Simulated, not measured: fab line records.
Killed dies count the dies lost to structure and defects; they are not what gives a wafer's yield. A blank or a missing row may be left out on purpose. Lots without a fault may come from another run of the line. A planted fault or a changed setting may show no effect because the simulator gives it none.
fab line records -- flow n5_finfet
record: lots: 9, wafers: 27, last_day: 19
route steps=1938 shown BEOL_M4@1034
lots that met no fault: taken from a fault-free run of the same line
start_h: hours from the record's first day to the start of the lot's first wafer shown -- wait_h: hours from the lot's prior step to this one -- " identical to the entry in the row above -- L1.1+2: a row that stands for several wafers -- - no value, or no start was given -- * or withheld: withheld -- < > ~ a bound
route shown NAME@n: a module of which the file shows steps, and the number in the route of the first -- usual: mean and standard deviation over wafers with no fault -- same: alike in all rows -- chamber/n: place in a boat -- sites: the reading at each site -- _std_site: how widely they spread, as a standard deviation -- _edge_site: mean of outer sites minus mean of inner sites -- radius_mm: for every site, how far away it sits from the centre of the wafer -- mask NAME#n: copy n -- behind: the last tool/chamber to shape the wafer -- hold: the reason the lot was held/the length of the hold in hours/how it ended -- device: the transistor (n, p or np) that didn't switch -- end of line: at the end of the route, the tests of the same wafers -- for a step that has no rows: nothing shown but its recipe -- killed: count of dies lost to structure and defects at first sort (not the wafer's yield) -- map: the dies of a wafer, with x for killed, . for not killed, _ for no die there
set.NAME: the setting as run; set.NAME@STEP: as run at that earlier step -- model.NAME: the simulator's own value behind a step, which no gauge read
the route's steps for a sample of lots (tables are steps, rows are wafers)
services: the hour from which a tool's chamber was out of use, counted from the record's first day as start_h (under 0 if before that day), plus the number of hours and why
== steps ==
step: N5_BEOL_M4_CD_MEAS_11
recipe: target_cd_nm: 16.79, landing_energy_ev: 500, detector: se_inlens, polarity: opening
usual: cd_nm: 16.76/0.23
lot.wafer,tool,chamber,start_h,wait_h,cd_nm
L785.2,cd_sem-01,0,172.78,-,16.88
L785.4,cd_sem-01,0,172.78,-,16.82
L785.5,cd_sem-01,0,172.78,-,16.59
L786.1,cd_sem-02,0,177.02,-,16.21
L786.3,cd_sem-02,0,177.02,-,16.59
L786.5,cd_sem-02,0,177.02,-,16.91
L788.2,cd_sem-02,0,191.45,-,16.54
L788.3,cd_sem-02,0,191.45,-,17.08
L788.4,cd_sem-02,0,191.45,-,17.11
L789.2,cd_sem-02,0,201.44,-,17.08
L789.3,cd_sem-02,0,201.44,-,16.93
L789.5,cd_sem-02,0,201.44,-,16.45
L792.1,cd_sem-02,0,208.26,-,16.47
L792.2,cd_sem-02,0,208.26,-,16.47
L792.4,cd_sem-02,0,208.26,-,16.65
L800.2,cd_sem-03,0,284.92,-,16.29
L800.4,cd_sem-03,0,284.92,-,16.65
L800.6,cd_sem-03,0,284.92,-,17.04
L804.1,cd_sem-01,0,295.18,-,16.41
L804.4,cd_sem-01,0,295.18,-,16.59
L804.5,cd_sem-01,0,295.18,-,16.71
L794.3,cd_sem-03,0,304.39,-,16.53
L794.4,cd_sem-03,0,304.39,-,16.84
L794.5,cd_sem-03,0,304.39,-,16.55
L805.1,cd_sem-01,0,319.43,-,17.01
L805.3,cd_sem-01,0,319.43,-,16.76
L805.6,cd_sem-01,0,319.43,-,16.87
step: N5_BEOL_M4_ETCH_77
recipe: chemistry: N2/H2, target: underlayer, target_depth_a: 65, mask_material: CAR-EUV, time_s: 5.2, ion_energy_ev: 200, pressure_mtorr: 30, source_w: 840, bias_w: 150, n2_flow_sccm: 200, h2_flow_sccm: 200, ends: cleared
usual: drypump_motor_current_A: 5.8/0.44, etch_rf_on_time_s: 5.18/0.17, oes_product_au: 0.68/0.073, rf_vpp_V: 525/3.2, showerhead_plenum_p_Torr: 2.56/0.11, throttle_valve_pct: 17.88/0.23
lot.wafer,tool,chamber,start_h,wait_h,drypump_motor_current_A,etch_rf_on_time_s,oes_product_au,rf_hours_counter_h,rf_vpp_V,showerhead_plenum_p_Torr,throttle_valve_pct
L785.2,rie_diel-03,2,176.11,0.0,5.1,5.39,0.60,196,523,2.54,18.09
L785.4,rie_diel-03,0,176.11,0.0,5.7,5.22,0.59,235,522,2.39,18.03
L785.5,rie_diel-03,1,176.11,0.0,5.9,5.34,0.72,-,525,2.57,17.86
L786.1,rie_diel-03,3,179.86,0.0,5.4,5.18,0.73,44,529,2.70,17.60
L786.3,rie_diel-03,0,179.86,0.0,5.7,5.12,0.59,237,521,2.39,18.01
L786.5,rie_diel-03,3,179.86,0.0,5.4,5.19,0.73,-,529,2.70,17.58
L788.2,rie_diel-03,2,194.05,0.0,5.1,5.38,0.60,206,523,2.54,18.09
L788.3,rie_diel-03,0,194.05,0.0,5.7,5.18,0.59,244,521,2.38,18.05
L788.4,rie_diel-03,1,194.05,0.0,5.8,5.35,0.70,62,525,2.56,17.90
L789.2,rie_diel-03,0,202.61,0.0,5.7,5.21,0.59,247,515,2.38,18.03
L789.3,rie_diel-03,2,202.61,0.0,5.1,5.43,0.59,208,523,2.54,18.09
L789.5,rie_diel-03,2,202.61,0.0,5.1,5.47,0.59,-,523,2.54,18.07
L792.1,rie_diel-02,1,209.83,0.0,6.2,5.17,0.76,23,525,2.72,17.64
L792.2,rie_diel-02,2,209.83,0.0,6.0,4.78,0.67,148,527,2.65,17.71
L792.4,rie_diel-02,3,209.83,0.0,6.3,5.13,0.74,50,526,2.60,17.96
L800.2,rie_diel-03,2,286.31,0.0,5.1,8.25,0.46,243,522,2.52,18.11
L800.4,rie_diel-03,0,286.31,0.0,5.7,5.00,0.80,13,530,2.69,17.65
L800.6,rie_diel-03,2,286.31,0.0,5.1,8.29,0.46,-,523,2.52,18.13
L804.1,rie_diel-02,1,296.41,0.0,6.2,5.11,0.73,54,526,2.70,17.70
L804.4,rie_diel-02,3,296.41,0.0,6.4,5.14,0.72,82,526,2.59,18.05
L804.5,rie_diel-02,2,296.41,0.0,6.0,4.81,0.66,-,526,2.64,17.79
L794.3,rie_diel-03,3,305.54,0.0,5.5,7.92,0.54,93,527,2.68,17.63
L794.4,rie_diel-03,1,305.54,0.0,5.9,5.36,0.67,103,525,2.55,17.96
L794.5,rie_diel-03,1,305.54,0.0,5.9,5.36,0.66,-,523,2.55,17.98
L805.1,rie_diel-04,1,320.54,0.0,6.3,5.13,0.72,84,525,2.57,17.84
L805.3,rie_diel-04,3,320.54,0.0,5.3,4.92,0.72,73,522,2.46,17.51
L805.6,rie_diel-04,2,320.54,0.0,6.3,5.17,0.59,-,519,2.39,18.31
step: N5_BEOL_M4_ALD_98
recipe: material: SiO2, target_thk_a: 25, temp_c: 100, ald_precursor_family: BDEAS, ald_co_reactant: O2-plasma, pulse_time_s: 1, co_reactant_pulse_time_s: 1, purge_time_s: 2, co_reactant_purge_time_s: 2, ald_cycles: 17, pressure_torr: 2
usual: heater_power_w: 78/7.7, precursor_pulse_height_rel: 1.000/0.018
same: pulse_time_s: 1, purge_time_s: 2
lot.wafer,tool,chamber,start_h,wait_h,heater_power_w,precursor_pulse_height_rel
L785.2,ald_sin-01,2,176.21,0.1,79,1.024
L785.4,ald_sin-01,0,176.21,0.1,84,1.002
L785.5,ald_sin-01,2,176.21,0.1,79,1.002
L786.1,ald_sin-03,0,179.96,0.1,85,0.983
L786.3,ald_sin-03,3,179.96,0.1,75,1.003
L786.5,ald_sin-03,3,179.96,0.1,76,0.988
L788.2,ald_sin-03,2,194.15,0.1,63,0.999
L788.3,ald_sin-03,0,194.15,0.1,86,1.026
L788.4,ald_sin-03,3,194.15,0.1,75,1.010
L789.2,ald_sin-03,2,202.71,0.1,63,1.010
L789.3,ald_sin-03,3,202.71,0.1,73,1.000
L789.5,ald_sin-03,1,202.71,0.1,67,1.018
L792.1,ald_sin-01,1,209.94,0.1,74,1.005
L792.2,ald_sin-01,0,209.94,0.1,83,1.005
L792.4,ald_sin-01,1,209.94,0.1,74,0.995
L800.2,ald_sin-01,0,286.41,0.1,82,1.029
L800.4,ald_sin-01,2,286.41,0.1,79,0.996
L800.6,ald_sin-01,0,286.41,0.1,85,0.977
L804.1,ald_sin-03,3,296.51,0.1,77,0.989
L804.4,ald_sin-03,1,296.51,0.1,68,1.001
L804.5,ald_sin-03,1,296.51,0.1,67,1.015
L794.3,ald_sin-03,0,305.90,0.3,88,1.004
L794.4,ald_sin-03,3,305.90,0.3,75,0.974
L794.5,ald_sin-03,2,305.90,0.3,64,0.990
L805.1,ald_sin-01,0,320.64,0.1,84,1.006
L805.3,ald_sin-01,3,320.64,0.1,76,0.985
L805.6,ald_sin-01,1,320.64,0.1,74,1.008
step: N5_BEOL_M4_ETCHBACK_99
recipe: chemistry: CHF3, target: SiO2, target_depth_a: 50, time_s: 10.4, source_w: 215, bias_w: 47, Ar_flow_sccm: 200, CHF3_flow_sccm: 12, ion_energy_ev: 100, pressure_mtorr: 30
usual: CHF3_flow_sccm: 12.00/0.036, drypump_motor_current_A: 5.9/0.41, oes_product_au: 0.79/0.078, rf_vpp_V: 244/4.5, showerhead_plenum_p_Torr: 2.18/0.092, throttle_valve_pct: 17.09/0.22
lot.wafer,tool,chamber,start_h,wait_h,CHF3_flow_sccm,drypump_motor_current_A,oes_product_au,rf_hours_counter_h,rf_vpp_V,showerhead_plenum_p_Torr,throttle_valve_pct
L785.2,rie_diel-03,1,178.53,2.3,11.92,5.9,0.84,54,240,2.21,17.36
L785.4,rie_diel-03,2,178.53,2.3,12.00,5.1,0.71,197,248,2.14,17.14
L785.5,rie_diel-03,0,178.53,2.3,12.04,5.7,0.69,-,235,2.03,17.25
L786.1,rie_diel-02,0,180.76,0.8,11.95,6.3,0.72,183,248,2.06,17.24
L786.3,rie_diel-02,2,180.76,0.8,12.01,6.0,0.80,-,247,2.27,17.04
L786.5,rie_diel-02,0,180.76,0.8,11.98,6.4,0.71,-,249,2.06,17.24
L788.2,rie_diel-02,1,194.27,0.1,12.06,6.2,0.90,16,243,2.29,16.77
L788.3,rie_diel-02,2,194.27,0.1,11.95,6.0,0.80,140,245,2.27,17.06
L788.4,rie_diel-02,2,194.27,0.1,12.00,6.0,0.79,-,246,2.27,17.06
L789.2,rie_diel-02,1,202.85,0.1,11.99,6.2,0.90,20,245,2.29,16.77
L789.3,rie_diel-02,0,202.85,0.1,11.97,6.4,0.71,196,247,2.05,17.27
L789.5,rie_diel-02,0,202.85,0.1,12.01,6.4,0.72,-,250,2.05,17.27
L792.1,rie_diel-03,0,210.05,0.1,12.03,5.6,0.69,250,234,2.02,17.28
L792.2,rie_diel-03,2,210.05,0.1,11.99,5.1,0.70,212,248,2.14,17.18
L792.4,rie_diel-03,1,210.05,0.1,11.96,5.9,0.82,69,238,2.20,17.39
L800.2,rie_diel-03,0,298.23,11.8,12.01,5.7,0.96,15,238,2.28,16.88
L800.4,rie_diel-03,1,298.23,11.8,11.97,5.9,0.78,102,240,2.19,17.46
L800.6,rie_diel-03,2,298.23,11.8,12.01,5.1,0.68,-,248,2.13,17.24
L804.1,rie_diel-02,1,319.61,23.1,11.98,6.2,0.83,61,243,2.27,16.85
L804.4,rie_diel-02,0,319.61,23.1,12.04,6.4,0.68,237,248,2.04,17.32
L804.5,rie_diel-02,0,319.61,23.1,12.00,6.4,0.68,-,248,2.04,17.33
L794.3,rie_diel-03,0,320.91,15.0,12.02,5.7,0.95,20,240,2.28,16.89
L794.4,rie_diel-03,3,320.91,15.0,12.03,5.4,0.79,-,249,2.25,16.83
L794.5,rie_diel-03,1,320.91,15.0,11.95,5.8,0.78,-,241,2.19,17.47
L805.1,rie_diel-02,3,334.52,13.8,12.04,6.3,0.81,92,240,2.18,17.14
L805.3,rie_diel-02,0,334.52,13.8,12.10,6.4,0.68,240,247,2.04,17.35
L805.6,rie_diel-02,3,334.52,13.8,12.03,6.3,0.82,-,241,2.18,17.13
step: N5_BEOL_M4_RC_MEAS_101
usual: DIBL_N: 36.3/1.9, DIBL_P: 36.0/2.1, IOFF_N: 0.16/0.031, IOFF_P: 0.21/0.035, ION_N: 675/14, ION_P: 464/8.5, SS_N: 71.5/0.6, SS_P: 73.3/0.72, VT_N: 250/3.2, VT_P: -250/3.1
lot.wafer,tool,chamber,start_h,wait_h,DIBL_N[mV/V],DIBL_P[mV/V],IOFF_N[nA/um],IOFF_P[nA/um],ION_N[uA/um],ION_P[uA/um],SS_N[mV/dec],SS_P[mV/dec],VT_N[mV],VT_P[mV]
L785.2,prober-01,0,183.01,0.2,34.5,36.0,0.14,0.19,691,475,70.4,73.7,249,-252
L785.4,prober-01,0,183.01,0.2,34.5,36.8,0.14,0.20,673,464,70.9,74.3,251,-250
L785.5,prober-01,0,183.01,0.2,39.1,41.7,0.24,0.29,698,470,71.9,74.9,242,-247
L786.1,prober-02,0,186.04,0.0,36.8,36.4,0.15,0.20,654,452,72.1,73.0,254,-254
L786.3,prober-02,0,186.04,0.0,35.1,34.4,0.13,0.18,664,455,70.7,72.6,253,-253
L786.5,prober-02,0,186.04,0.0,34.9,34.6,0.13,0.18,668,459,71.4,73.1,253,-253
L788.2,prober-02,0,198.42,0.2,39.9,40.2,0.22,0.26,692,471,72.2,75.1,247,-246
L788.3,prober-02,0,198.42,0.2,38.3,37.8,0.18,0.23,689,473,71.7,73.6,247,-246
L788.4,prober-02,0,198.42,0.2,37.1,35.9,0.17,0.21,701,477,71.5,74.6,246,-248
L789.2,prober-02,0,207.27,0.2,39.5,38.3,0.19,0.27,675,465,72.0,73.3,249,-247
L789.3,prober-02,0,207.27,0.2,39.9,38.0,0.22,0.27,672,460,72.6,73.2,247,-244
L789.5,prober-02,0,207.27,0.2,36.4,35.1,0.16,0.22,677,470,70.3,72.6,251,-247
L792.1,prober-01,0,214.27,0.0,35.1,35.4,0.14,0.20,681,474,71.3,72.9,250,-250
L792.2,prober-01,0,214.27,0.0,34.2,34.7,0.13,0.19,668,459,71.3,73.1,254,-251
L792.4,prober-01,0,214.27,0.0,34.3,32.9,0.11,0.15,656,449,71.3,72.6,259,-254
L800.2,prober-02,0,307.71,0.2,37.5,35.8,0.16,0.21,694,471,71.5,74.1,249,-249
L800.4,prober-02,0,307.71,0.2,39.9,38.6,0.21,0.25,683,462,72.6,74.0,245,-247
L800.6,prober-02,0,307.71,0.2,40.5,39.5,0.24,0.27,715,481,72.2,74.0,244,-245
L804.1,prober-02,0,324.58,0.0,35.8,36.4,0.15,0.23,676,469,72.4,73.1,251,-249
L804.4,prober-02,0,324.58,0.0,34.3,34.6,0.13,0.19,673,465,71.7,72.1,253,-250
L804.5,prober-02,0,324.58,0.0,36.3,36.0,0.15,0.21,676,465,72.0,72.5,251,-249
L794.3,prober-01,0,326.96,0.3,36.0,36.1,0.17,0.25,686,473,71.2,72.8,246,-243
L794.4,prober-01,0,326.96,0.3,35.6,35.3,0.16,0.23,681,468,71.7,72.9,247,-249
L794.5,prober-01,0,326.96,0.3,36.2,35.1,0.17,0.22,678,467,71.7,73.2,247,-248
L805.1,prober-01,0,340.67,0.0,36.2,36.7,0.15,0.21,668,460,71.1,73.1,250,-249
L805.3,prober-01,0,340.67,0.0,36.5,36.7,0.15,0.21,668,458,70.7,73.2,251,-248
L805.6,prober-01,0,340.67,0.0,36.9,37.3,0.16,0.21,665,457,71.4,74.1,251,-250
== services ==
tool,chamber,start_h,hours,kind
ald_sin-03,-,157.30,0.3,repair
rie_diel-02,1,162.01,21.4,repair
rie_diel-02,3,179.16,26.0,repair
rie_diel-04,-,181.13,14.6,pm
ald_sin-01,3,204.32,16.5,repair
ald_sin-03,3,213.18,5.4,repair
rie_diel-03,0,229.05,-,clean
rie_diel-03,0,229.05,-,consumable_replace:focus_ring
rie_diel-03,0,229.05,-,consumable_replace:showerhead
rie_diel-03,0,229.05,21.1,scheduled_down
rie_diel-03,0,229.05,21.1,vent_cycle
rie_diel-03,-,246.82,1.1,repair
rie_diel-04,0,253.23,8.6,repair
ald_sin-01,-,269.17,14.0,pm
ald_sin-01,0,269.17,14.0,vent_cycle
ald_sin-01,1,269.17,14.0,vent_cycle
rie_diel-04,-,273.54,1.3,repair
ald_sin-01,1,291.45,8.0,repair
ald_sin-03,-,302.58,2.8,pm
ald_sin-01,-,310.53,6.0,pm
rie_diel-03,2,318.77,-,clean
rie_diel-03,2,318.77,-,consumable_replace:focus_ring
rie_diel-03,2,318.77,18.0,scheduled_down
rie_diel-03,2,318.77,18.0,vent_cycle
== key ==
first_sign: step: N5_BEOL_M4_ETCH_77, reading: etch_rf_on_time_s, direction: up, sigmas: 17, usual: *, struck: *
effect none on later readings
met_at N5_BEOL_M4_ETCH_77
struck_lots L794,L800
struck_wafers L794.3,L800.2,L800.6
not_acting_at N5_BEOL_M4_CD_MEAS_11,N5_BEOL_M4_ALD_98,N5_BEOL_M4_ETCHBACK_99
onset_between 202.61 286.31
fault: kind: process_parameter_drift, tool: rie_diel-03, chamber: -, onset_h: 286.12, steps: N5_BEOL_M4_ETCH_77, channel: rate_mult, offset: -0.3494, shape: step, end_h: 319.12, scope: struck_wafers_only
